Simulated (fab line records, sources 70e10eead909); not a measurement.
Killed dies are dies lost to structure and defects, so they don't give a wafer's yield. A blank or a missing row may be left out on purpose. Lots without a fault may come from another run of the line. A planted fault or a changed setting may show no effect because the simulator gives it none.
A struck lot beside a sound one | flow nand_harc | 14 steps out of a route of 1302
Sound: wafers L761.1, L761.5, L761.6. Struck: wafers L754.1, L754.2, L754.3. The cause comes at the end.
At each step with rows: each side's tool, then ch and its chambers, then its first start. Under that, the readings that differ: sound wafers | struck wafers | difference of the means | sigmas: that difference in standard deviations of wafers without a fault.
alike: readings whose means differ by less than 2 such deviations, and words and numbers that are the same on both sides. not compared: withheld readings, readings that some wafer has no value for, bounds like >300 that may hide the same value, and numbers for which the record gives no deviation and whose values overlap.
The two part at a step that has a row with sigmas, a row that says differs or no value, or rows on one side only. Numbers that don't overlap but have no deviation are shown without sigmas and don't part them. A reading that every wafer of one side lacks parts them only if that side has two wafers or more.

first, 4 steps without rows for these wafers: NHARC_A_M1_EBR_05; NHARC_A_M1_EXPOSE_06 (exposes mask A M1, target cd 120 nm); NHARC_A_M1_PEB_07 (peb time 65 s); NHARC_A_M1_DEVELOP_08 (develop time 35 s).
NHARC_A_M1_CD_MEAS_09: target cd 120 nm.
  sound on cd_sem-01 ch 0, day 29 02:18; struck on cd_sem-02 ch 0, day 26 03:21
  alike: cd_nm
NHARC_A_M1_OVL_MEAS_10: pitch 240 nm.
  sound on overlay-01, day 29 02:23; struck on overlay-01, day 26 03:26
  alike: overlay_x_nm, overlay_y_nm
NHARC_A_M1_INSPECT_11:
  sound on defect_inspect-02, day 29 02:26; struck on defect_inspect-02, day 26 03:28
  reading          | sound     | struck   | difference | sigmas
  raw_defect_count | 97 120 88 | 39 36 37 | -64        | -2
NHARC_A_M1_DESCUM_14: chemistry O2, time 3 s.
  sound on rie_diel-04 ch 1,2, day 29 02:31; struck on rie_diel-07 ch 1,2,3, day 26 03:32
  alike: chamber_pressure_mTorr, drypump_motor_current_A, oes_product_au, rf_vpp_V, showerhead_plenum_p_Torr, throttle_valve_pct
  not compared: rf_hours_counter_h
NHARC_A_M1_ETCH_35: etches the open film in N2/H2, target depth 40 nm, overetch 12 nm, time 43.94 s.
  sound on rie_diel-04 ch 1,2, day 29 02:37; struck on rie_diel-07 ch 1,2,3, day 26 03:37
  reading                | sound                | struck               | difference | sigmas
  throttle_valve_pct (%) | 14.178 14.187 14.170 | 14.146 14.162 14.167 | -0.020     | -2
  alike: bias_w, chamber_pressure_mTorr, drypump_motor_current_A, oes_product_au, rf_vpp_V, showerhead_plenum_p_Torr
  not compared: rf_hours_counter_h
NHARC_A_M1_ETCH_15: etches the open film in C4F8/Ar, target depth 182.5 nm, time 91.2 s.
  sound on rie_diel-04 ch 0,1; struck on rie_diel-07 ch 0,2,3
  reading    | sound             | struck            | difference | sigmas
  bias_w (W) | 299.3 300.1 299.1 | 301.9 301.5 301.0 | +2.0       | +2
  alike: chamber_pressure_mTorr, oes_product_au, rf_vpp_V
  not compared: rf_hours_counter_h
NHARC_A_M1_CD_MEAS_16:
  sound on cd_sem-01, day 29 02:50; struck on cd_sem-02, day 26 03:50
  alike: cd_nm
NHARC_A_M1_STRIP_18: strips in N2/H2.
  sound on rie_diel-07 ch 0,1,2, day 29 02:57; struck on rie_diel-07 ch 1,2,3, day 26 03:55
  alike: chamber_pressure_mTorr, drypump_motor_current_A, oes_product_au, rf_vpp_V, showerhead_plenum_p_Torr, throttle_valve_pct
  not compared: rf_hours_counter_h
NHARC_A_M1_ETCH_28: etches the open film in CF4/N2, target depth 30 nm, time 72.99 s.
  sound on rie_diel-07 ch 0,2, day 29 03:12; struck on rie_diel-07 ch 0,1,2, day 26 04:10
  no value came back on the struck wafers for any of 8 readings (bias_w (W), cf4_flow_sccm (sccm) and others); on the sound wafers bias_w (W) reads 99.70 100.33 99.80
  not compared: rf_hours_counter_h
then, 1 step without rows for these wafers: NHARC_A_M1_STRIP_19 (strips in post etch residue remover, time 600 s).

WHERE THEY PART
First at NHARC_A_M1_INSPECT_11; last, within this record, at NHARC_A_M1_ETCH_28.

WHY: what the simulator had put in
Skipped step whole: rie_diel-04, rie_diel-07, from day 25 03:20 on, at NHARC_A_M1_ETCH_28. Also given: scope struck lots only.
